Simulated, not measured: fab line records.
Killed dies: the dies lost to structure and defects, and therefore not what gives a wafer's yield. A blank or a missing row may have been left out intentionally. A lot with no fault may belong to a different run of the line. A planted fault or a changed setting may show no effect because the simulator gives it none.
What tool caused it? || flow n5 finfet || 22 lots, 66 wafers sampled, at 3 steps of a route of 1938

== WHAT EACH GAUGE READ, for each wafer ==
N5_DUMMY_REMOVAL_INSPECT_06: inspects for defects (brightfield). Usual: 13 for raw defect count, sd 6.
{"lot": "L074", "measured": "day 3 21:52", "on": "defect inspect-02", "raw defect count": "4 5 10", "flag": ""}
{"lot": "L075", "measured": "day 4 03:11", "on": "defect inspect-01", "raw defect count": "9 7 15", "flag": ""}
{"lot": "L076", "measured": "day 4 12:23", "on": "defect inspect-02", "raw defect count": "11 5 16", "flag": ""}
{"lot": "L077", "measured": "day 4 15:43", "on": "defect inspect-01", "raw defect count": "10 18 16", "flag": ""}
{"lot": "L078", "measured": "day 4 21:44", "on": "defect inspect-01", "raw defect count": "14 18 6", "flag": ""}
{"lot": "L079", "measured": "day 5 04:26", "on": "defect inspect-01", "raw defect count": "14 17 18", "flag": ""}
{"lot": "L080", "measured": "day 5 09:34", "on": "defect inspect-01", "raw defect count": "7 10 16", "flag": ""}
{"lot": "L081", "measured": "day 5 16:35", "on": "defect inspect-01", "raw defect count": "10 15 13", "flag": ""}
{"lot": "L085", "measured": "day 6 16:38", "on": "defect inspect-02", "raw defect count": "4 13 5", "flag": ""}
{"lot": "L084", "measured": "day 6 18:02", "on": "defect inspect-02", "raw defect count": "23 7 12", "flag": ""}
{"lot": "L087", "measured": "day 7 04:02", "on": "defect inspect-02", "raw defect count": "11 13 10", "flag": ""}
{"lot": "L086", "measured": "day 7 04:26", "on": "defect inspect-01", "raw defect count": "17 10 7", "flag": ""}
{"lot": "L088", "measured": "day 7 11:11", "on": "defect inspect-01", "raw defect count": "9 13 10", "flag": ""}
{"lot": "L089", "measured": "day 7 16:34", "on": "defect inspect-02", "raw defect count": "13 13 14", "flag": ""}
{"lot": "L090", "measured": "day 7 21:43", "on": "defect inspect-02", "raw defect count": "4 6 9", "flag": ""}
{"lot": "L091", "measured": "day 8 03:24", "on": "defect inspect-02", "raw defect count": "17 14 26", "flag": ""}
{"lot": "L092", "measured": "day 8 15:02", "on": "defect inspect-02", "raw defect count": "23 12 12", "flag": ""}
{"lot": "L093", "measured": "day 8 16:40", "on": "defect inspect-01", "raw defect count": "20 21 13", "flag": ""}
{"lot": "L094", "measured": "day 8 23:14", "on": "defect inspect-01", "raw defect count": "13 8 15", "flag": ""}
{"lot": "L095", "measured": "day 9 05:31", "on": "defect inspect-02", "raw defect count": "10 4 8", "flag": ""}
{"lot": "L096", "measured": "day 9 09:46", "on": "defect inspect-02", "raw defect count": "12 10 11", "flag": ""}
{"lot": "L097", "measured": "day 9 16:07", "on": "defect inspect-02", "raw defect count": "8 7 9", "flag": ""}

N5_HKMG_FIN_OVL_MEAS_50. Usual: NDIPOLE_OVL typically reads 0.1 nm, with standard deviation 0.62.
{"lot": "L074", "measured": "day 3 23:13", "on": "overlay-01", "NDIPOLE_OVL (nm)": "0.3 -0.2 -0.8", "flag": ""}
{"lot": "L075", "measured": "day 4 04:31", "on": "overlay-01", "NDIPOLE_OVL (nm)": "0.4 0.7 1.0", "flag": ""}
{"lot": "L076", "measured": "day 4 13:43", "on": "overlay-02", "NDIPOLE_OVL (nm)": "0.3 0.4 0.7", "flag": ""}
{"lot": "L077", "measured": "day 4 16:56", "on": "overlay-01", "NDIPOLE_OVL (nm)": "-0.2 -1.4 -1.0", "flag": ""}
{"lot": "L078", "measured": "day 4 23:10", "on": "overlay-02", "NDIPOLE_OVL (nm)": "0.2 0.6 0.7", "flag": ""}
{"lot": "L079", "measured": "day 5 05:42", "on": "overlay-02", "NDIPOLE_OVL (nm)": "-0.7 -0.9 -0.7", "flag": ""}
{"lot": "L080", "measured": "day 5 10:57", "on": "overlay-02", "NDIPOLE_OVL (nm)": "-0.2 0.5 -1.1", "flag": ""}
{"lot": "L081", "measured": "day 5 17:48", "on": "overlay-01", "NDIPOLE_OVL (nm)": "0.5 0.7 0.1", "flag": ""}
{"lot": "L085", "measured": "day 6 18:02", "on": "overlay-01", "NDIPOLE_OVL (nm)": "-0.2 -0.2 -0.7", "flag": ""}
{"lot": "L084", "measured": "day 6 19:22", "on": "overlay-02", "NDIPOLE_OVL (nm)": "-0.7 0.7 -0.6", "flag": ""}
{"lot": "L087", "measured": "day 7 05:33", "on": "overlay-02", "NDIPOLE_OVL (nm)": "0.4 1.0 0.3", "flag": ""}
{"lot": "L086", "measured": "day 7 05:47", "on": "overlay-02", "NDIPOLE_OVL (nm)": "0.8 0.1 -0.4", "flag": ""}
{"lot": "L088", "measured": "day 7 12:24", "on": "overlay-02", "NDIPOLE_OVL (nm)": "0.3 0.9 0.0", "flag": ""}
{"lot": "L089", "measured": "day 7 17:54", "on": "overlay-01", "NDIPOLE_OVL (nm)": "1.0 0.4 1.0", "flag": ""}
{"lot": "L090", "measured": "day 7 23:04", "on": "overlay-02", "NDIPOLE_OVL (nm)": "0.5 0.3 0.1", "flag": ""}
{"lot": "L091", "measured": "day 8 04:49", "on": "overlay-01", "NDIPOLE_OVL (nm)": "0.9 -0.7 0.9", "flag": ""}
{"lot": "L092", "measured": "day 8 16:22", "on": "overlay-01", "NDIPOLE_OVL (nm)": "0.4 0.0 -0.2", "flag": ""}
{"lot": "L093", "measured": "day 8 18:01", "on": "overlay-02", "NDIPOLE_OVL (nm)": "0.4 0.7 0.2", "flag": ""}
{"lot": "L094", "measured": "day 9 00:26", "on": "overlay-01", "NDIPOLE_OVL (nm)": "0.1 -0.1 0.4", "flag": ""}
{"lot": "L095", "measured": "day 9 07:05", "on": "overlay-01", "NDIPOLE_OVL (nm)": "-0.7 0.2 0.0", "flag": ""}
{"lot": "L096", "measured": "day 9 10:58", "on": "overlay-01", "NDIPOLE_OVL (nm)": "0.6 0.7 0.7", "flag": ""}
{"lot": "L097", "measured": "day 9 17:20", "on": "overlay-01", "NDIPOLE_OVL (nm)": "0.7 0.3 -0.6", "flag": ""}

== WHAT TOOL EACH LOT RAN ON (gives the tool, then ch and the chambers of the sampled wafers, and finally the start) ==
{"lot": "L074", "N5_SDB_DESCUM_16": "rie diel-05 ch 0,1,2, day 3 17:25"}
{"lot": "L075", "N5_SDB_DESCUM_16": "rie diel-01 ch 0,1,2, day 3 22:45"}
{"lot": "L076", "N5_SDB_DESCUM_16": "rie diel-05 ch 1,2, day 4 08:10"}
{"lot": "L077", "N5_SDB_DESCUM_16": "rie diel-01 ch 0,2, day 4 11:35"}
{"lot": "L078", "N5_SDB_DESCUM_16": "rie diel-01 ch 1,2,3, day 4 17:22"}
{"lot": "L079", "N5_SDB_DESCUM_16": "rie diel-01 ch 1,2,3, day 5 00:20"}
{"lot": "L080", "N5_SDB_DESCUM_16": "rie diel-05 ch 0,2,3, day 5 05:29"}
{"lot": "L081", "N5_SDB_DESCUM_16": "rie diel-01 ch 0,1,2, day 5 12:07"}
{"lot": "L085", "N5_SDB_DESCUM_16": "rie diel-01 ch 0,1,2, day 6 12:33"}
{"lot": "L084", "N5_SDB_DESCUM_16": "rie diel-01 ch 1,3, day 6 13:58"}
{"lot": "L087", "N5_SDB_DESCUM_16": "rie diel-04 ch 2,3, day 6 23:37"}
{"lot": "L086", "N5_SDB_DESCUM_16": "rie diel-01 ch 0,1,3, day 6 23:51"}
{"lot": "L088", "N5_SDB_DESCUM_16": "rie diel-04 ch 1,2, day 7 07:02"}
{"lot": "L089", "N5_SDB_DESCUM_16": "rie diel-04 ch 0,1, day 7 12:28"}
{"lot": "L090", "N5_SDB_DESCUM_16": "rie diel-05 ch 0,2,3, day 7 17:38"}
{"lot": "L091", "N5_SDB_DESCUM_16": "rie diel-04 ch 0,1, day 7 23:13"}
{"lot": "L092", "N5_SDB_DESCUM_16": "rie diel-01 ch 1,2,3, day 8 10:49"}
{"lot": "L093", "N5_SDB_DESCUM_16": "rie diel-04 ch 0,2, day 8 11:14"}
{"lot": "L094", "N5_SDB_DESCUM_16": "rie diel-01 ch 1,2,3, day 8 18:53"}
{"lot": "L095", "N5_SDB_DESCUM_16": "rie diel-04 ch 0,3, day 9 01:16"}
{"lot": "L096", "N5_SDB_DESCUM_16": "rie diel-05 ch 0,1,2, day 9 05:25"}
{"lot": "L097", "N5_SDB_DESCUM_16": "rie diel-04 ch 0,1,2, day 9 12:01"}
- N5_SDB_DESCUM_16: chemistry O2, time 7.9 s.

== WHAT THE TOOLS THEMSELVES READ (means of the sampled wafers that have a number; where no wafer has one, the mark that the record gives instead) ==
N5_SDB_DESCUM_16. Usual: chamber pressure mTorr 19.998 mTorr (standard deviation 0.018); drypump motor current A 5.7 A (standard deviation 0.45); oes product au 0.77 a.u. (standard deviation 0.055); rf fwd power W 49.39 W (standard deviation 0.23); rf vpp V 243.0 V (standard deviation 1.4); showerhead plenum p Torr 2.09 Torr (standard deviation 0.07); throttle valve pct 20.52 % (standard deviation 0.18).
{"lot": "L074", "tool": "rie diel-05", "chamber pressure mTorr (mTorr)": 20.000, "drypump motor current A (A)": 5.3, "oes product au (a.u.)": 0.80, "rf fwd power W (W)": 49.66, "rf vpp V (V)": 243.9, "showerhead plenum p Torr (Torr)": 2.16, "throttle valve pct (%)": 20.60, "flag": ""}
{"lot": "L075", "tool": "rie diel-01", "chamber pressure mTorr (mTorr)": 20.006, "drypump motor current A (A)": 5.8, "oes product au (a.u.)": 0.79, "rf fwd power W (W)": 49.55, "rf vpp V (V)": 242.6, "showerhead plenum p Torr (Torr)": 2.04, "throttle valve pct (%)": 20.53, "flag": ""}
{"lot": "L076", "tool": "rie diel-05", "chamber pressure mTorr (mTorr)": 19.978, "drypump motor current A (A)": 5.4, "oes product au (a.u.)": 0.86, "rf fwd power W (W)": 49.25, "rf vpp V (V)": 244.3, "showerhead plenum p Torr (Torr)": 2.15, "throttle valve pct (%)": 20.50, "flag": ""}
{"lot": "L077", "tool": "rie diel-01", "chamber pressure mTorr (mTorr)": 20.015, "drypump motor current A (A)": 5.8, "oes product au (a.u.)": 0.78, "rf fwd power W (W)": 49.32, "rf vpp V (V)": 243.0, "showerhead plenum p Torr (Torr)": 2.06, "throttle valve pct (%)": 20.60, "flag": ""}
{"lot": "L078", "tool": "rie diel-01", "chamber pressure mTorr (mTorr)": 19.995, "drypump motor current A (A)": 5.7, "oes product au (a.u.)": 0.74, "rf fwd power W (W)": 49.35, "rf vpp V (V)": 243.3, "showerhead plenum p Torr (Torr)": 2.09, "throttle valve pct (%)": 20.46, "flag": ""}
{"lot": "L079", "tool": "rie diel-01", "chamber pressure mTorr (mTorr)": 19.993, "drypump motor current A (A)": 5.7, "oes product au (a.u.)": 0.74, "rf fwd power W (W)": 49.35, "rf vpp V (V)": 243.6, "showerhead plenum p Torr (Torr)": 2.09, "throttle valve pct (%)": 20.47, "flag": ""}
{"lot": "L080", "tool": "rie diel-05", "chamber pressure mTorr (mTorr)": 19.989, "drypump motor current A (A)": 5.5, "oes product au (a.u.)": 0.73, "rf fwd power W (W)": 49.68, "rf vpp V (V)": 242.5, "showerhead plenum p Torr (Torr)": 2.12, "throttle valve pct (%)": 20.74, "flag": ""}
{"lot": "L081", "tool": "rie diel-01", "chamber pressure mTorr (mTorr)": 19.992, "drypump motor current A (A)": 5.9, "oes product au (a.u.)": 0.78, "rf fwd power W (W)": 49.39, "rf vpp V (V)": 242.1, "showerhead plenum p Torr (Torr)": 2.04, "throttle valve pct (%)": 20.54, "flag": ""}
{"lot": "L085", "tool": "rie diel-01", "chamber pressure mTorr (mTorr)": 20.003, "drypump motor current A (A)": 5.8, "oes product au (a.u.)": 0.77, "rf fwd power W (W)": 49.44, "rf vpp V (V)": 242.2, "showerhead plenum p Torr (Torr)": 2.03, "throttle valve pct (%)": 20.55, "flag": ""}
{"lot": "L084", "tool": "rie diel-01", "chamber pressure mTorr (mTorr)": 20.001, "drypump motor current A (A)": 5.4, "oes product au (a.u.)": 0.72, "rf fwd power W (W)": 49.45, "rf vpp V (V)": 243.1, "showerhead plenum p Torr (Torr)": 2.11, "throttle valve pct (%)": 20.41, "flag": ""}
{"lot": "L087", "tool": "rie diel-04", "chamber pressure mTorr (mTorr)": 19.988, "drypump motor current A (A)": 6.2, "oes product au (a.u.)": 0.76, "rf fwd power W (W)": 49.39, "rf vpp V (V)": 243.9, "showerhead plenum p Torr (Torr)": 2.17, "throttle valve pct (%)": 20.52, "flag": ""}
{"lot": "L086", "tool": "rie diel-01", "chamber pressure mTorr (mTorr)": 20.009, "drypump motor current A (A)": 5.5, "oes product au (a.u.)": 0.76, "rf fwd power W (W)": 49.61, "rf vpp V (V)": 242.9, "showerhead plenum p Torr (Torr)": 2.07, "throttle valve pct (%)": 20.47, "flag": ""}
{"lot": "L088", "tool": "rie diel-04", "chamber pressure mTorr (mTorr)": 19.990, "drypump motor current A (A)": 5.8, "oes product au (a.u.)": 0.77, "rf fwd power W (W)": 49.33, "rf vpp V (V)": 242.5, "showerhead plenum p Torr (Torr)": 2.07, "throttle valve pct (%)": 20.42, "flag": ""}
{"lot": "L089", "tool": "rie diel-04", "chamber pressure mTorr (mTorr)": 19.998, "drypump motor current A (A)": 5.8, "oes product au (a.u.)": 0.79, "rf fwd power W (W)": 49.23, "rf vpp V (V)": 242.0, "showerhead plenum p Torr (Torr)": 2.02, "throttle valve pct (%)": 20.24, "flag": ""}
{"lot": "L090", "tool": "rie diel-05", "chamber pressure mTorr (mTorr)": 20.002, "drypump motor current A (A)": 5.6, "oes product au (a.u.)": 0.72, "rf fwd power W (W)": 49.57, "rf vpp V (V)": 244.4, "showerhead plenum p Torr (Torr)": 2.11, "throttle valve pct (%)": 20.77, "flag": ""}
{"lot": "L091", "tool": "rie diel-04", "chamber pressure mTorr (mTorr)": 19.994, "drypump motor current A (A)": 5.7, "oes product au (a.u.)": 0.78, "rf fwd power W (W)": 49.22, "rf vpp V (V)": 240.9, "showerhead plenum p Torr (Torr)": 2.02, "throttle valve pct (%)": 20.25, "flag": ""}
{"lot": "L092", "tool": "rie diel-01", "chamber pressure mTorr (mTorr)": 19.988, "drypump motor current A (A)": 5.7, "oes product au (a.u.)": 0.72, "rf fwd power W (W)": 49.35, "rf vpp V (V)": 242.7, "showerhead plenum p Torr (Torr)": 2.07, "throttle valve pct (%)": 20.52, "flag": ""}
{"lot": "L093", "tool": "rie diel-04", "chamber pressure mTorr (mTorr)": 19.992, "drypump motor current A (A)": 5.9, "oes product au (a.u.)": 0.75, "rf fwd power W (W)": 49.11, "rf vpp V (V)": 243.7, "showerhead plenum p Torr (Torr)": 2.05, "throttle valve pct (%)": 20.35, "flag": ""}
{"lot": "L094", "tool": "rie diel-01", "chamber pressure mTorr (mTorr)": 19.994, "drypump motor current A (A)": 5.7, "oes product au (a.u.)": 0.72, "rf fwd power W (W)": 49.41, "rf vpp V (V)": 243.0, "showerhead plenum p Torr (Torr)": 2.07, "throttle valve pct (%)": 20.52, "flag": ""}
{"lot": "L095", "tool": "rie diel-04", "chamber pressure mTorr (mTorr)": 19.984, "drypump motor current A (A)": 6.1, "oes product au (a.u.)": 0.80, "rf fwd power W (W)": 49.22, "rf vpp V (V)": 243.6, "showerhead plenum p Torr (Torr)": 2.08, "throttle valve pct (%)": 20.25, "flag": ""}
{"lot": "L096", "tool": "rie diel-05", "chamber pressure mTorr (mTorr)": 19.999, "drypump motor current A (A)": 5.3, "oes product au (a.u.)": 0.76, "rf fwd power W (W)": 49.41, "rf vpp V (V)": 244.2, "showerhead plenum p Torr (Torr)": 2.15, "throttle valve pct (%)": 20.67, "flag": ""}
{"lot": "L097", "tool": "rie diel-04", "chamber pressure mTorr (mTorr)": 20.006, "drypump motor current A (A)": 5.8, "oes product au (a.u.)": 0.75, "rf fwd power W (W)": 49.30, "rf vpp V (V)": 242.3, "showerhead plenum p Torr (Torr)": 2.06, "throttle valve pct (%)": 20.41, "flag": ""}

== THE ANSWER, worked out from the rows above alone ==
Rule: a lot counts as off when the mean over its wafers that have a number is more than 3 standard deviations away from the usual mean. Also off: a lot with no number at a reading for which 4 or more lots have one. Where the step has rows for the other lots, those lots are counted as sound. The gauges are gone through in route order, then the tools' own readings, and for those a lot's mean is taken as printed above. The first step at which some lot is off is used, and at that step the reading that is off furthest; a lot without a number counts as furthest.
Across all readings shown, no lot is off: no conclusion can be drawn from this.

== WHAT WAS PUT IN BY THE SIMULATOR ==
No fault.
